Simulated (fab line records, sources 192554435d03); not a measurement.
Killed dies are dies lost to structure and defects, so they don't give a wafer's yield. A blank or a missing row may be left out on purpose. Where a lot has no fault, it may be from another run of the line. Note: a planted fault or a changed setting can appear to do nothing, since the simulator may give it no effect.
Split-lot study / flow n5_finfet / on a route of 1938 steps: 7 lots, 39 wafers read

## SPLIT DETAILS
At N5_BEOL_M0_SAQP_PECVD_03 (deposits SiCN from 3MS/NH3, target thk 12 nm, time 21.1 s), the setting time_s was moved away from the recipe's 21.1 s on 9 of the 39 wafers read, by -24.5% to +56.3%. The other wafers ran this setting at the recipe's value.

## FROM THE SPLIT TO THE READING: what the file shows between them, 4 steps
- N5_BEOL_M0_SAQP_PECVD_96: deposits a-Si from SiH4/He, target thk 45 nm, time 45.2 s
- N5_BEOL_M0_SAQP_PECVD_97: deposits SiNx from SiH4/NH3/N2, target thk 23 nm, time 19.9 s
- N5_BEOL_M0_SAQP_ETCH_102: etches SiO2 in CF4, target depth 4 nm, time 4.4 s
- N5_BEOL_M0_SAQP_MANDREL_ETCH_103: etches a-Si in HBr/Cl2, stops on SiCN, target depth 45 nm, bt time 10 s, time 27 s

## THE READING
SiCN_of_BEOL_M0_SAQP_PECVD_03.thk_nm (the simulator's own value, which no gauge read), in nm, at N5_BEOL_M0_SAQP_RECESS_104 (chemistry HF/NH3, target SiO2, target depth 18 nm, afs cycles 3, sublimation time 60 s). No usual value for it is given in the file. Average 8.5 nm, standard deviation 0.21 nm, over the 30 wafers here run with the recipe.

wafer=L074.1; tool, chamber at the split=pecvd-01, 2,1,1; time_s as run, s=21.1; against the recipe=recipe; SiCN_of_BEOL_M0_SAQP_PECVD_03.thk_nm, nm=8.6; against lot-mates on the recipe=-
wafer=L074.2; tool, chamber at the split=pecvd-01, 2,1,1; time_s as run, s=21.1; against the recipe=recipe; SiCN_of_BEOL_M0_SAQP_PECVD_03.thk_nm, nm=8.6; against lot-mates on the recipe=-
wafer=L074.4; tool, chamber at the split=pecvd-01, 2,1,1; time_s as run, s=21.1; against the recipe=recipe; SiCN_of_BEOL_M0_SAQP_PECVD_03.thk_nm, nm=8.6; against lot-mates on the recipe=-
wafer=L074.3; tool, chamber at the split=pecvd-01, 0; time_s as run, s=21.1; against the recipe=recipe; SiCN_of_BEOL_M0_SAQP_PECVD_03.thk_nm, nm=8.4; against lot-mates on the recipe=-
wafer=L074.5; tool, chamber at the split=pecvd-01, 0; time_s as run, s=21.1; against the recipe=recipe; SiCN_of_BEOL_M0_SAQP_PECVD_03.thk_nm, nm=9; against lot-mates on the recipe=-
wafer=L074.6; tool, chamber at the split=pecvd-01, 2; time_s as run, s=21.1; against the recipe=recipe; SiCN_of_BEOL_M0_SAQP_PECVD_03.thk_nm, nm=8.8; against lot-mates on the recipe=-
wafer=L075.1; tool, chamber at the split=pecvd-01, 2,0; time_s as run, s=32.97; against the recipe=+56.3%; SiCN_of_BEOL_M0_SAQP_PECVD_03.thk_nm, nm=15; against lot-mates on the recipe=+6.4
wafer=L075.4; tool, chamber at the split=pecvd-01, 0; time_s as run, s=32.97; against the recipe=+56.3%; SiCN_of_BEOL_M0_SAQP_PECVD_03.thk_nm, nm=15; against lot-mates on the recipe=+6.4
wafer=L075.2; tool, chamber at the split=pecvd-01, 1; time_s as run, s=21.1; against the recipe=recipe; SiCN_of_BEOL_M0_SAQP_PECVD_03.thk_nm, nm=8.4; against lot-mates on the recipe=-
wafer=L075.3; tool, chamber at the split=pecvd-01, 2,0; time_s as run, s=32.97; against the recipe=+56.3%; SiCN_of_BEOL_M0_SAQP_PECVD_03.thk_nm, nm=14.8; against lot-mates on the recipe=+6.2
wafer=L075.5; tool, chamber at the split=pecvd-01, 2; time_s as run, s=21.1; against the recipe=recipe; SiCN_of_BEOL_M0_SAQP_PECVD_03.thk_nm, nm=8.8; against lot-mates on the recipe=-
wafer=L075.6; tool, chamber at the split=pecvd-01, 1; time_s as run, s=21.1; against the recipe=recipe; SiCN_of_BEOL_M0_SAQP_PECVD_03.thk_nm, nm=8.6; against lot-mates on the recipe=-
wafer=L083.1; tool, chamber at the split=pecvd-01, 1,0; time_s as run, s=21.1; against the recipe=recipe; SiCN_of_BEOL_M0_SAQP_PECVD_03.thk_nm, nm=8.2; against lot-mates on the recipe=-
wafer=L083.2; tool, chamber at the split=pecvd-01, 1,0; time_s as run, s=21.1; against the recipe=recipe; SiCN_of_BEOL_M0_SAQP_PECVD_03.thk_nm, nm=8.4; against lot-mates on the recipe=-
wafer=L083.5; tool, chamber at the split=pecvd-01, 1; time_s as run, s=21.1; against the recipe=recipe; SiCN_of_BEOL_M0_SAQP_PECVD_03.thk_nm, nm=8.4; against lot-mates on the recipe=-
wafer=L089.1; tool, chamber at the split=pecvd-01, 1,0,1; time_s as run, s=21.1; against the recipe=recipe; SiCN_of_BEOL_M0_SAQP_PECVD_03.thk_nm, nm=8; against lot-mates on the recipe=-
wafer=L089.2; tool, chamber at the split=pecvd-01, 2; time_s as run, s=21.1; against the recipe=recipe; SiCN_of_BEOL_M0_SAQP_PECVD_03.thk_nm, nm=8.4; against lot-mates on the recipe=-
wafer=L089.4; tool, chamber at the split=pecvd-01, 1,0,1; time_s as run, s=21.1; against the recipe=recipe; SiCN_of_BEOL_M0_SAQP_PECVD_03.thk_nm, nm=8.4; against lot-mates on the recipe=-
wafer=L089.3; tool, chamber at the split=pecvd-01, 1,0,1; time_s as run, s=21.1; against the recipe=recipe; SiCN_of_BEOL_M0_SAQP_PECVD_03.thk_nm, nm=8.2; against lot-mates on the recipe=-
wafer=L089.5; tool, chamber at the split=pecvd-01, 0; time_s as run, s=21.1; against the recipe=recipe; SiCN_of_BEOL_M0_SAQP_PECVD_03.thk_nm, nm=8.6; against lot-mates on the recipe=-
wafer=L089.6; tool, chamber at the split=pecvd-01, 2; time_s as run, s=21.1; against the recipe=recipe; SiCN_of_BEOL_M0_SAQP_PECVD_03.thk_nm, nm=8.8; against lot-mates on the recipe=-
wafer=L091.1; tool, chamber at the split=pecvd-04, 1,2; time_s as run, s=21.1; against the recipe=recipe; SiCN_of_BEOL_M0_SAQP_PECVD_03.thk_nm, nm=8.6; against lot-mates on the recipe=-
wafer=L091.2; tool, chamber at the split=pecvd-04, 2; time_s as run, s=21.1; against the recipe=recipe; SiCN_of_BEOL_M0_SAQP_PECVD_03.thk_nm, nm=8.4; against lot-mates on the recipe=-
wafer=L091.3; tool, chamber at the split=pecvd-04, 0; time_s as run, s=15.93; against the recipe=-24.5%; SiCN_of_BEOL_M0_SAQP_PECVD_03.thk_nm, nm=5.6; against lot-mates on the recipe=-3.0
wafer=L091.4; tool, chamber at the split=pecvd-04, 1,2; time_s as run, s=21.1; against the recipe=recipe; SiCN_of_BEOL_M0_SAQP_PECVD_03.thk_nm, nm=8.8; against lot-mates on the recipe=-
wafer=L091.5; tool, chamber at the split=pecvd-04, 1; time_s as run, s=15.93; against the recipe=-24.5%; SiCN_of_BEOL_M0_SAQP_PECVD_03.thk_nm, nm=6.2; against lot-mates on the recipe=-2.4
wafer=L091.6; tool, chamber at the split=pecvd-04, 0; time_s as run, s=15.93; against the recipe=-24.5%; SiCN_of_BEOL_M0_SAQP_PECVD_03.thk_nm, nm=5.8; against lot-mates on the recipe=-2.8
wafer=L092.1; tool, chamber at the split=pecvd-01, 1; time_s as run, s=21.1; against the recipe=recipe; SiCN_of_BEOL_M0_SAQP_PECVD_03.thk_nm, nm=8.4; against lot-mates on the recipe=-
wafer=L092.4; tool, chamber at the split=pecvd-01, 0; time_s as run, s=21.1; against the recipe=recipe; SiCN_of_BEOL_M0_SAQP_PECVD_03.thk_nm, nm=8.4; against lot-mates on the recipe=-
wafer=L092.6; tool, chamber at the split=pecvd-01, 2,1; time_s as run, s=21.1; against the recipe=recipe; SiCN_of_BEOL_M0_SAQP_PECVD_03.thk_nm, nm=8.4; against lot-mates on the recipe=-
wafer=L092.2; tool, chamber at the split=pecvd-01, 0; time_s as run, s=21.1; against the recipe=recipe; SiCN_of_BEOL_M0_SAQP_PECVD_03.thk_nm, nm=8.6; against lot-mates on the recipe=-
wafer=L092.3; tool, chamber at the split=pecvd-01, 2,1; time_s as run, s=21.1; against the recipe=recipe; SiCN_of_BEOL_M0_SAQP_PECVD_03.thk_nm, nm=8.6; against lot-mates on the recipe=-
wafer=L092.5; tool, chamber at the split=pecvd-01, 2; time_s as run, s=21.1; against the recipe=recipe; SiCN_of_BEOL_M0_SAQP_PECVD_03.thk_nm, nm=8.8; against lot-mates on the recipe=-
wafer=L094.1; tool, chamber at the split=pecvd-03, 1; time_s as run, s=17.16; against the recipe=-18.7%; SiCN_of_BEOL_M0_SAQP_PECVD_03.thk_nm, nm=6.2; against lot-mates on the recipe=-2.4
wafer=L094.2; tool, chamber at the split=pecvd-03, 2; time_s as run, s=17.16; against the recipe=-18.7%; SiCN_of_BEOL_M0_SAQP_PECVD_03.thk_nm, nm=6.2; against lot-mates on the recipe=-2.4
wafer=L094.3; tool, chamber at the split=pecvd-03, 2; time_s as run, s=21.1; against the recipe=recipe; SiCN_of_BEOL_M0_SAQP_PECVD_03.thk_nm, nm=8.4; against lot-mates on the recipe=-
wafer=L094.4; tool, chamber at the split=pecvd-03, 1; time_s as run, s=21.1; against the recipe=recipe; SiCN_of_BEOL_M0_SAQP_PECVD_03.thk_nm, nm=8.6; against lot-mates on the recipe=-
wafer=L094.5; tool, chamber at the split=pecvd-03, 2; time_s as run, s=17.16; against the recipe=-18.7%; SiCN_of_BEOL_M0_SAQP_PECVD_03.thk_nm, nm=6.4; against lot-mates on the recipe=-2.2
wafer=L094.6; tool, chamber at the split=pecvd-03, 1; time_s as run, s=21.1; against the recipe=recipe; SiCN_of_BEOL_M0_SAQP_PECVD_03.thk_nm, nm=8.8; against lot-mates on the recipe=-
Where a row lists several chambers, the file gives one row for several wafers and doesn't say which wafer went through which chamber.

FIT RESULTS
A straight line over all 39 wafers: SiCN_of_BEOL_M0_SAQP_PECVD_03.thk_nm changes by +0.114 nm for each +1% of time_s; r = +0.99; the points scatter about the line by 0.22 nm.
The same after taking each lot's own level away (the mean of its wafers on the recipe; 39 wafers): +0.114 nm for each +1%; r = +1.00; scatter 0.19 nm.
According to that fit, moving time_s by its largest amount changes the reading by 6.4 nm.
From 8.33 to 8.67 nm: that is the span of the lots' own levels, equal to 1.6 times the standard deviation above.
The two slopes agree, so the slope changes little with the lot-to-lot level.
Check: +6.36 nm against its lot-mates is what the line predicts for one of the wafers moved furthest among these (+56.3%) when that wafer is left out of the fit. Against them it came out at +6.4 nm.

## OTHER SPLITS ON THESE WAFERS
These wafers also went through other splits before the reading. Each is held against what the fit with the lots' levels taken away leaves over:
other split on the same wafers=N5_ZERO_LAYER_DEVELOP_10 develop_time_s; wafers away from the commonest value=15; r with SiCN_of_BEOL_M0_SAQP_PECVD_03.thk_nm (lot level and that fit taken away)=+0.00
other split on the same wafers=N5_SD_EPI_N_ETCH_45 target_depth_a; wafers away from the commonest value=15; r with SiCN_of_BEOL_M0_SAQP_PECVD_03.thk_nm (lot level and that fit taken away)=+0.05
other split on the same wafers=N5_SDB_ALD_29 ald_cycles; wafers away from the commonest value=9; r with SiCN_of_BEOL_M0_SAQP_PECVD_03.thk_nm (lot level and that fit taken away)=+0.07

## THE WHOLE CHAIN: every reading that the file lists as answering this split, in the file's order
step=N5_BEOL_M0_SAQP_PECVD_03; what it does=deposits SiCN from 3MS/NH3, target thk 12 nm, time 21.1 s; reading=SiCN_of_BEOL_M0_SAQP_PECVD_03.thk_nm (the simulator's own value, which no gauge read); change (the file's fit)=+0.116 nm for each +1% of the setting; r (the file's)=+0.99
step=N5_BEOL_M0_SAQP_RECESS_104; what it does=chemistry HF/NH3, target SiO2, target depth 18 nm, afs cycles 3, sublimation time 60 s; reading=SiCN_of_BEOL_M0_SAQP_PECVD_03.thk_nm (the simulator's own value, which no gauge read); change (the file's fit)=+0.113 nm for each +1% of the setting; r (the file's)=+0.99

## FILE'S OWN FIT
SiCN_of_BEOL_M0_SAQP_PECVD_03.thk_nm changes by +0.113 nm for each +1% of time_s, r = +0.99.
